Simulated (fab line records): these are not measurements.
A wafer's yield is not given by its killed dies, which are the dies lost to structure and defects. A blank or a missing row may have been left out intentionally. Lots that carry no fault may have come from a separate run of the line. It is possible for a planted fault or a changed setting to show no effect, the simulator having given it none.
A struck lot beside a sound one / flow n5_finfet / 14 out of 1938 route steps
Sound: wafers L942.1, L942.3, L942.5. Wafers L962.2, L962.3, L962.5 were the ones struck. The cause is named last.
At each step with rows: each side's tool, then ch and its chambers, then its first start. Under that, the readings that differ: sound wafers / struck wafers / difference of the means / sigmas: that difference in standard deviations of wafers without a fault.
alike: words and numbers the same on both sides, and readings whose means are apart by under 2 such deviations; not compared: readings that were withheld, readings missing a value for some wafer, numbers with overlapping values and no deviation given by the record, and bounds like >300 which may hide the same value.
The two part at a step that has a row with sigmas, a row that says differs or no value, or rows on one side only. Numbers that have no deviation but don't overlap get no sigmas and don't part them. A reading missing from all wafers of one side parts the sides only when that side holds two or more wafers.

first, 1 step without rows for these wafers: N5_HKMG_FIN_COAT_66 (time 60 s, resist thk 300 nm).
N5_HKMG_FIN_ETCH_67: etches SOC in N2/H2, stops on TiN, target depth 388.9 nm.
  sound on rie_diel-05 ch 2,3, day 4 13:36; struck on rie_diel-02 ch 0,1,2, day 9 23:00
  alike: drypump_motor_current_A, oes_product_au, rf_vpp_V, showerhead_plenum_p_Torr, throttle_valve_pct
  not compared: rf_hours_counter_h
then, 3 steps without rows for these wafers: N5_HKMG_FIN_STRIP_90 (strips SOC in N2/H2, time 20 s); N5_HKMG_FIN_WET_ETCH_73 (etches the open film in SC1, time 42.3 s, target depth 1.3 nm, rinse time 30 s); N5_HKMG_FIN_ETCHBACK_68 (etches the open film in Cl2/Ar, stops on HfO2, target depth 0.5 nm).
N5_HKMG_FIN_STRIP_69: strips in N2/H2, time 360 s.
  sound on plasma_asher-02 ch 0,1, day 4 14:05; struck on plasma_asher-01 ch 0, day 9 23:22
  alike: drypump_motor_current_A, heater_power_w
  not compared: rf_hours_counter_h
then, 1 step without rows for these wafers: N5_HKMG_FIN_ALD_21 (deposits TiN, target thk 1.5 nm, pulse time 1 s, purge time 3 s).
N5_HKMG_FIN_ALD_72: deposits W, target thk 2 nm, pulse time 1 s, purge time 2 s.
  sound on cvd_w-02 ch 0, day 4 14:50; struck on cvd_w-02 ch 1, day 10 00:06
  alike: heater_power_w, precursor_pulse_height_rel
N5_HKMG_FIN_W_FILL_22: material W, target thk 60 nm, time 18.2 s.
  sound on cvd_w-02 ch 0, day 4 14:53; struck on cvd_w-02 ch 1, day 10 00:10
  alike: heater_power_w, throttle_valve_pct
then, 2 steps without rows for these wafers: N5_HKMG_FIN_PRECLEAN_83 (cleans in DIW, time 57.5 s); N5_HKMG_FIN_SRD_84 (dry time 32 s).
N5_HKMG_FIN_CMP_23: polishes, stops on SiNx, t overpolish 10 s, target thk 46.326 nm.
  sound on cmp-01 ch 0,1,3, day 4 15:00; struck on cmp-03 ch 2,3, day 10 00:16
  alike: head_pressure_psi, motor_current_A, overpolish_run_s, slurry_filter_dp_kPa, time_to_endpoint_s
N5_HKMG_FIN_CMP_94: polishes, stops on SiNx, t overpolish 4.7 s, target thk 43.299 nm.
  sound on cmp-01 ch 0,1,3, day 4 15:29; struck on cmp-03 ch 2,3, day 10 00:45
reading=head_pressure_psi (psi); sound=3.997 4.009 3.974; struck=3.721 3.721 3.734; difference=-0.268; sigmas=-30
  alike: motor_current_A, slurry_filter_dp_kPa
after that, 1 step had no rows for these wafers: N5_PASSIVATION_PROBE_49.

## WHERE THEY PART
Only at N5_HKMG_FIN_CMP_94, within this record.

WHY: what had been put in by the simulator
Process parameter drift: cmp-03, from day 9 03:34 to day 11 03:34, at N5_HKMG_FIN_CMP_94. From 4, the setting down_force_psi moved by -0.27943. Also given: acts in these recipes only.
